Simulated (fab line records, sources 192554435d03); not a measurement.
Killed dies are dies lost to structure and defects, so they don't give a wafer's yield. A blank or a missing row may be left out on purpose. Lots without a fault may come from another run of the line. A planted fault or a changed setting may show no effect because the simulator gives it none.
Which tool did it? | flow n5_finfet | 10 lots, 27 wafers sampled, at 5 steps of a route of 1938

WHAT THE GAUGES READ, wafer by wafer
N5_BEOL_M15_THK_MEAS_50: measures by xrf. Usual: M15_THK 852 nm, standard deviation 10.
lot  | measured     | on            | M15_THK (nm) | flag
L684 | day 12 04:28 | film_metro-02 | 883 864 852  |
L691 | day 13 07:20 | film_metro-01 | 650 856      | OFF
L690 | day 13 13:46 | film_metro-02 | 645 850      | OFF
L695 | day 14 15:03 | film_metro-01 | 631 862      | OFF
L697 | day 15 09:09 | film_metro-02 | 851 860 863  |
L699 | day 15 21:18 | film_metro-02 | 847 834 844  |
L702 | day 16 04:49 | film_metro-02 | 851 855 855  |
L704 | day 17 00:06 | film_metro-01 | 856 839 862  |
L705 | day 17 13:07 | film_metro-02 | 848 865 859  |
L706 | day 17 16:22 | film_metro-02 | 853 855 851  |

N5_BEOL_M15_RS_MEAS_54: measures by four-point-probe. Usual: M15_RS 0.02155 ohm/sq, standard deviation 0.00024.
lot  | measured     | on            | M15_RS (ohm/sq)         | flag
L684 | day 12 04:35 | film_metro-02 | 0.02068 0.02131 0.0215  |
L691 | day 13 07:28 | film_metro-02 | 0.02878 0.02165         | OFF
L690 | day 13 13:53 | film_metro-02 | 0.02905 0.02199         | OFF
L695 | day 14 15:11 | film_metro-01 | 0.02903 0.02101         | OFF
L697 | day 15 09:17 | film_metro-01 | 0.02155 0.02125 0.02118 |
L699 | day 15 21:26 | film_metro-02 | 0.02149 0.02176 0.02155 |
L702 | day 16 04:56 | film_metro-02 | 0.02178 0.02161 0.02155 |
L704 | day 17 00:14 | film_metro-01 | 0.02153 0.02192 0.02139 |
L705 | day 17 13:15 | film_metro-01 | 0.02163 0.02139 0.02146 |
L706 | day 17 16:29 | film_metro-01 | 0.02143 0.02154 0.02156 |

WHICH TOOL RAN EACH LOT (tool, then ch and the chambers of the sampled wafers, then the start)
lot  | N5_BEOL_M15_ETCH_61                | N5_BEOL_M15_TRENCH_ETCH_34         | N5_BEOL_M15_CMP_49
L684 | rie_diel-03 ch 0,1,3, day 12 01:48 | rie_diel-03 ch 0,1,3, day 12 01:51 | cmp-04 ch 1,2,3, day 12 04:15
L691 | rie_diel-03 ch 1,2, day 13 05:00   | rie_diel-03 ch 1,2, day 13 05:04   | cmp-04 ch 0,1, day 13 07:03
L690 | rie_diel-03 ch 0,2, day 13 08:59   | rie_diel-03 ch 0,2, day 13 09:02   | cmp-04 ch 0,3, day 13 13:35
L695 | rie_diel-03 ch 1,3, day 14 09:52   | rie_diel-03 ch 1,3, day 14 09:55   | cmp-03 ch 1, day 14 14:48
L697 | rie_diel-01 ch 1,2,3, day 15 05:18 | rie_diel-01 ch 1,2,3, day 15 05:21 | cmp-04 ch 0,1, day 15 08:53
L699 | rie_diel-02 ch 0,2, day 15 17:52   | rie_diel-02 ch 0,2, day 15 17:55   | cmp-02 ch 0,1,2, day 15 21:05
L702 | rie_diel-02 ch 1,2, day 16 01:44   | rie_diel-02 ch 1,2, day 16 01:48   | cmp-03 ch 1,2, day 16 04:34
L704 | rie_diel-03 ch 1,2,3, day 16 20:24 | rie_diel-03 ch 1,2,3, day 16 20:27 | cmp-02 ch 2,3, day 16 23:50
L705 | rie_diel-02 ch 0,1,2, day 17 05:50 | rie_diel-02 ch 0,1,2, day 17 05:53 | cmp-04 ch 1,2, day 17 12:52
L706 | rie_diel-01 ch 0,1,3, day 17 14:07 | rie_diel-01 ch 0,1,3, day 17 14:10 | cmp-03 ch 0,3, day 17 16:04
- N5_BEOL_M15_ETCH_61: etches BARC in N2/H2, target depth 89 nm, overetch 26.7 nm, time 67.9 s.
- N5_BEOL_M15_TRENCH_ETCH_34: etches SiO2 in C4F8/O2/Ar, target depth 872.93 nm, time 199 s.
- N5_BEOL_M15_CMP_49: polishes, stops on SiO2, t overpolish 4.9 s, target thk 850 nm.

WHAT THE TOOLS THEMSELVES READ (means of the sampled wafers that have a number; where no wafer has one, the mark that the record gives instead)
N5_BEOL_M15_ETCH_61. Usual: drypump_motor_current_A 5.7 A, standard deviation 0.51; oes_product_au 0.69 a.u., standard deviation 0.059; rf_vpp_V 524.4 V, standard deviation 2.2; showerhead_plenum_p_Torr 2.56 Torr, standard deviation 0.081; throttle_valve_pct 17.77 %, standard deviation 0.17.
lot  | tool        | drypump_motor_current_A (A) | oes_product_au (a.u.) | rf_vpp_V (V) | showerhead_plenum_p_Torr (Torr) | throttle_valve_pct (%) | flag
L684 | rie_diel-03 | 6.0                         | 0.70                  | 524.4        | 2.56                            | 17.70                  |
L691 | rie_diel-03 | 6.5                         | 0.66                  | 526.0        | 2.66                            | 17.90                  |
L690 | rie_diel-03 | 6.1                         | 0.73                  | 524.9        | 2.59                            | 17.59                  |
L695 | rie_diel-03 | 6.2                         | 0.66                  | 525.5        | 2.59                            | 17.89                  |
L697 | rie_diel-01 | 5.4                         | 0.67                  | 523.1        | 2.52                            | 17.75                  |
L699 | rie_diel-02 | 5.4                         | 0.64                  | 523.6        | 2.51                            | 17.87                  |
L702 | rie_diel-02 | 5.3                         | 0.68                  | 520.9        | 2.45                            | 17.93                  |
L704 | rie_diel-03 | 6.2                         | 0.73                  | 525.6        | 2.62                            | 17.74                  |
L705 | rie_diel-02 | 5.6                         | 0.66                  | 523.0        | 2.52                            | 17.88                  |
L706 | rie_diel-01 | 5.7                         | 0.65                  | 524.1        | 2.58                            | 17.91                  |

N5_BEOL_M15_TRENCH_ETCH_34. Usual: drypump_motor_current_A 5.7 A, standard deviation 0.51; oes_product_au 0.81 a.u., standard deviation 0.069; rf_vpp_V 2227 V, standard deviation 14; showerhead_plenum_p_Torr 3.46 Torr, standard deviation 0.096; throttle_valve_pct 30.80 %, standard deviation 0.24.
lot  | tool        | drypump_motor_current_A (A) | oes_product_au (a.u.) | rf_vpp_V (V) | showerhead_plenum_p_Torr (Torr) | throttle_valve_pct (%) | flag
L684 | rie_diel-03 | 6.0                         | 0.83                  | 2233         | 3.46                            | 30.69                  |
L691 | rie_diel-03 | 6.5                         | 0.76                  | 2217         | 3.56                            | 30.81                  |
L690 | rie_diel-03 | 6.0                         | 0.85                  | 2226         | 3.48                            | 30.56                  |
L695 | rie_diel-03 | 6.2                         | 0.77                  | 2228         | 3.50                            | 30.85                  |
L697 | rie_diel-01 | 5.4                         | 0.78                  | 2237         | 3.40                            | 30.80                  |
L699 | rie_diel-02 | 5.4                         | 0.75                  | 2211         | 3.39                            | 30.84                  |
L702 | rie_diel-02 | 5.3                         | 0.80                  | 2209         | 3.34                            | 31.06                  |
L704 | rie_diel-03 | 6.2                         | 0.85                  | 2221         | 3.53                            | 30.74                  |
L705 | rie_diel-02 | 5.7                         | 0.78                  | 2215         | 3.40                            | 30.87                  |
L706 | rie_diel-01 | 5.7                         | 0.77                  | 2240         | 3.49                            | 31.01                  |

N5_BEOL_M15_CMP_49. Usual: motor_current_A 8.5 A, standard deviation 0.91.
lot  | tool   | motor_current_A (A) | flag
L684 | cmp-04 | 8.9                 |
L691 | cmp-04 | 8.2                 |
L690 | cmp-04 | 7.9                 |
L695 | cmp-03 | 8.8                 |
L697 | cmp-04 | 8.7                 |
L699 | cmp-02 | 8.0                 |
L702 | cmp-03 | 9.0                 |
L704 | cmp-02 | 7.6                 |
L705 | cmp-04 | 9.5                 |
L706 | cmp-03 | 8.1                 |

THE ANSWER, worked out from the rows above alone
Rule: a lot is off if the mean of its wafers that have a number lies more than 3 standard deviations from the usual mean. A lot without any number at a reading at which 4 lots or more have one is off too. The other lots that the step has rows for count as sound. The gauges are gone through in route order, then the tools' own readings, and for those a lot's mean is taken as printed above. The first step at which some lot is off is used, and at that step the reading that is off furthest; a lot without a number counts as furthest.
Off: L691, L690, L695, at N5_BEOL_M15_THK_MEAS_50 (M15_THK).
A tool fits if, at a process step before that reading, it ran every lot that is off, and no sound lot after the first of them. The gauges at N5_BEOL_M15_THK_MEAS_50 are tried like those tools. None of those tried fits.

WHAT THE SIMULATOR HAD PUT IN
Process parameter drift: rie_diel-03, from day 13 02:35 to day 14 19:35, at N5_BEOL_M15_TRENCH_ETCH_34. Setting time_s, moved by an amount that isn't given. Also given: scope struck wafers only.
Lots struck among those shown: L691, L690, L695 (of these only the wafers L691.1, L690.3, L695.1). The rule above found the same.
